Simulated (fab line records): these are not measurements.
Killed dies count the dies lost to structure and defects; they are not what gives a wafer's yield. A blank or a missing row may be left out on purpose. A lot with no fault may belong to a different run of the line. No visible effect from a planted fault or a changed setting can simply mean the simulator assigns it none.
Matching of chambers    flow n5_finfet    rie_diel-01 running N5_ZERO_LAYER_DESCUM_16: 4 sister chambers
The step chemistry O2, time 7.9 s. 4 wafers are shown with their chamber, then 7 later ones without.

WAFERS, EACH WITH ITS CHAMBER
wafer   chamber  drypump_motor_current_A (A)
L181.5  1        5.8
L189.6  0        5.5
L192.2  2        4.9
L192.4  3        4.7

WAFERS WITH NO CHAMBER GIVEN
wafer   drypump_motor_current_A (A)
L192.6  4.9
L194.1  5.0
L194.2  4.6
L194.4  5.7
L200.2  5.8
L200.3  4.7
L200.5  4.6

CHAMBER TAKEN BY EACH
wafer   from the rows above      in truth
L192.6  2                        2
L194.1  2                        2
L194.2  3                        3
L194.4  can't be placed: 1 or 0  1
L200.2  1                        1
L200.3  3                        3
L200.5  3                        3
Placed correctly: 6 of 7. Not placeable from these rows: 1 (in 1, the candidates include the true chamber). Wrongly placed: 0.
How it was worked out, from the rows above alone: a wafer's distance from a chamber is the root of the sum, over the readings, of the square of ((its reading less the chamber's mean) divided by the reading's scatter). If the next closest chamber is less than 2 further off than the closest, the wafer can't be placed; otherwise it belongs to the closest. Each chamber's mean is taken over the wafers shown for it. The scatter (one wafer shown for each chamber): square how far every hidden wafer sits from the nearest shown wafer, average those squares and take the square root.
